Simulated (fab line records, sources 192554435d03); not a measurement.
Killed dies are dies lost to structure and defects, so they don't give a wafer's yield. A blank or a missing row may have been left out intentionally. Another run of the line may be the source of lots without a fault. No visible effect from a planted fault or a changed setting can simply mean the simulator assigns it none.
Split-lot trial | flow n5Finfet | 21 wafers read from 7 lots, route of 1938 steps

== ABOUT THE SPLIT ==
At N5_BEOL_M7_PECVD_70 (deposits SiO2 from TEOS/O2, target thk 20 nm, time 22.7 s), the setting tempC was moved away from the recipe's 400 C on 9 of the 21 wafers read, by -4.0% to +2.0%. This setting was run at the recipe's value on the other wafers.

The reading is taken at the split's own step.

== THE READING ==
SiO2_of_BEOL_M7_PECVD_70.thkNm (the simulator's own value, which no gauge read), in nm, at N5_BEOL_M7_PECVD_70 (deposits SiO2 from TEOS/O2, target thk 20 nm, time 22.7 s). The file gives no usual value for it. The 12 wafers here that ran the recipe average 20.0 nm, standard deviation 0.37 nm.

wafer  | tool, chamber at the split | tempC as run, C | against the recipe | SiO2_of_BEOL_M7_PECVD_70.thkNm, nm | against lot-mates on the recipe
L076.1 | pecvd-02, 1                | 400             | recipe             | 19.4                               | -
L076.4 | pecvd-02, 1                | 393.2           | -1.7%              | 21                                 | +1.1
L076.5 | pecvd-02, 2                | 400             | recipe             | 20.4                               | -
L075.2 | pecvd-02, 0                | 407.7           | +1.9%              | 18.8                               | -1.3
L075.3 | pecvd-02, 0                | 400             | recipe             | 20.4                               | -
L075.4 | pecvd-02, 1                | 400             | recipe             | 19.8                               | -
L078.1 | pecvd-03, 1                | 400             | recipe             | 19.6                               | -
L078.4 | pecvd-03, 1                | 400             | recipe             | 19.8                               | -
L078.6 | pecvd-03, 1                | 400             | recipe             | 19.8                               | -
L084.1 | pecvd-04, 2                | 387.5           | -3.1%              | 21.8                               | +1.4
L084.2 | pecvd-04, 0                | 387.5           | -3.1%              | 21.6                               | +1.2
L084.5 | pecvd-04, 2                | 400             | recipe             | 20.4                               | -
L090.1 | pecvd-04, 0                | 383.8           | -4.0%              | 22                                 | +2.0
L090.2 | pecvd-04, 2                | 400             | recipe             | 20                                 | -
L090.4 | pecvd-04, 0                | 383.8           | -4.0%              | 22.2                               | +2.2
L094.1 | pecvd-04, 2                | 407.8           | +2.0%              | 18.8                               | -1.1
L094.3 | pecvd-04, 0                | 400             | recipe             | 19.6                               | -
L094.5 | pecvd-04, 2                | 400             | recipe             | 20.2                               | -
L095.1 | pecvd-02, 0                | 405             | +1.2%              | 19.6                               | -1.0
L095.2 | pecvd-02, 1                | 405             | +1.2%              | 19.4                               | -1.2
L095.6 | pecvd-02, 2                | 400             | recipe             | 20.6                               | -

FIT RESULTS
A straight line over all 21 wafers: SiO2_of_BEOL_M7_PECVD_70.thkNm changes by -0.535 nm for each +1% of tempC; r = -0.95; the points scatter about the line by 0.31 nm.
The same after taking each lot's own level away (the mean of its wafers on the recipe; 21 wafers): -0.536 nm for each +1%; r = -0.96; scatter 0.29 nm.
That fit puts the effect of the largest move of tempC on the reading at 2.2 nm.
From 19.73 to 20.60 nm: that is the span of the lots' own levels, equal to 2.3 times the standard deviation above.
The two slopes are in agreement: the lot-to-lot level therefore moves the slope only a little.
Check: for one of the wafers moved furthest among these (-4.0%), held out of the fit, the line's prediction against its lot-mates is +2.11 nm. It came out at +2 nm against them.

== THE FILE'S OWN FIT ==
SiO2_of_BEOL_M7_PECVD_70.thkNm changes by -0.537 nm for each +1% of tempC, r = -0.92.
